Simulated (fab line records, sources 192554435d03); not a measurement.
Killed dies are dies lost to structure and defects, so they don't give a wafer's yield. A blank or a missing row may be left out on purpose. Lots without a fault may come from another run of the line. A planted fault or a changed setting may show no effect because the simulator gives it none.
Split-lot experiment | flow n5_finfet | 7 lots, 21 wafers read, on a route of 1938 steps

THE SPLIT
At N5_BEOL_M6_ETCH_62 (etches SOC in N2/H2, target depth 110 nm, overetch 22 nm, time 165 s), the setting time_s was moved away from the recipe's 165 s on 4 of the 21 wafers read, by -17.9% to +11.8%. The other wafers ran this setting at the recipe's value.

The reading is taken at the split's own step.

THE READING
SiARC_of_BEOL_M6_COAT_60.thk_nm (the simulator's own value, which no gauge read), in nm, at N5_BEOL_M6_ETCH_62 (etches SOC in N2/H2, target depth 110 nm, overetch 22 nm, time 165 s). The file gives no usual value for it. The 17 wafers here that ran the recipe average 28.6 nm, standard deviation 0.28 nm.

wafer  | tool, chamber at the split | time_s as run, s | against the recipe | SiARC_of_BEOL_M6_COAT_60.thk_nm, nm | against lot-mates on the recipe
L077.1 | rie_diel-05, 1             | 184.4            | +11.8%             | 27.4                                | -1.2
L077.4 | rie_diel-05, 2             | 165              | recipe             | 28.6                                | -
L077.5 | rie_diel-05, 1             | 184.4            | +11.8%             | 27.6                                | -1.0
L081.2 | rie_diel-06, 2             | 165              | recipe             | 28.4                                | -
L081.4 | rie_diel-06, 2             | 165              | recipe             | 28.4                                | -
L081.6 | rie_diel-06, 3             | 135.5            | -17.9%             | 29.4                                | +1.0
L083.2 | rie_diel-06, 3             | 165              | recipe             | 28.2                                | -
L083.5 | rie_diel-06, 3,2           | 165              | recipe             | 28.4                                | -
L083.6 | rie_diel-06, 3,2           | 165              | recipe             | 28.4                                | -
L084.2 | rie_diel-04, 2             | 165              | recipe             | 29                                  | -
L084.3 | rie_diel-04, 0,3           | 165              | recipe             | 28.6                                | -
L084.4 | rie_diel-04, 0,3           | 165              | recipe             | 28.6                                | -
L086.3 | rie_diel-04, 2,1           | 165              | recipe             | 28.8                                | -
L086.5 | rie_diel-04, 2,1           | 165              | recipe             | 28.8                                | -
L086.4 | rie_diel-04, 1             | 165              | recipe             | 29                                  | -
L089.1 | rie_diel-05, 2             | 165              | recipe             | 28.8                                | -
L089.6 | rie_diel-05, 2             | 165              | recipe             | 28.8                                | -
L089.5 | rie_diel-05, 3             | 165              | recipe             | 28.6                                | -
L097.1 | rie_diel-04, 0             | 140.6            | -14.8%             | 29.2                                | +1.1
L097.3 | rie_diel-04, 3             | 165              | recipe             | 28.2                                | -
L097.6 | rie_diel-04, 3             | 165              | recipe             | 28                                  | -
Where a row lists several chambers, the file gives one row for several wafers and doesn't say which wafer went through which chamber.

THE FIT
A straight line over all 21 wafers: SiARC_of_BEOL_M6_COAT_60.thk_nm changes by -0.0612 nm for each +1% of time_s; r = -0.81; the points scatter about the line by 0.29 nm.
The same after taking each lot's own level away (the mean of its wafers on the recipe; 21 wafers): -0.0741 nm for each +1%; r = -0.96; scatter 0.15 nm.
On that fit, the largest move of time_s shifts the reading by 1.3 nm.
The lots' own levels span 28.10 to 28.87 nm, that is 2.8 times the standard deviation above.
So the lot-to-lot level changes the slope: the two fits differ.
Check: with one of the wafers moved furthest among these (-17.9%) left out of the fit, the line predicts +1.5 nm for it against its lot-mates. It came out at +1 nm against them.

OTHER SPLITS ON THESE WAFERS
These wafers also went through other splits before the reading. Each is held against what the fit with the lots' levels taken away leaves over:
other split on the same wafers   | wafers away from the commonest value | r with SiARC_of_BEOL_M6_COAT_60.thk_nm (lot level and that fit taken away)
N5_BEOL_M5_TRENCH_ETCH_37 time_s | 9                                    | -0.16

THE FILE'S OWN FIT
SiARC_of_BEOL_M6_COAT_60.thk_nm changes by -0.0696 nm for each +1% of time_s, r = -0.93.
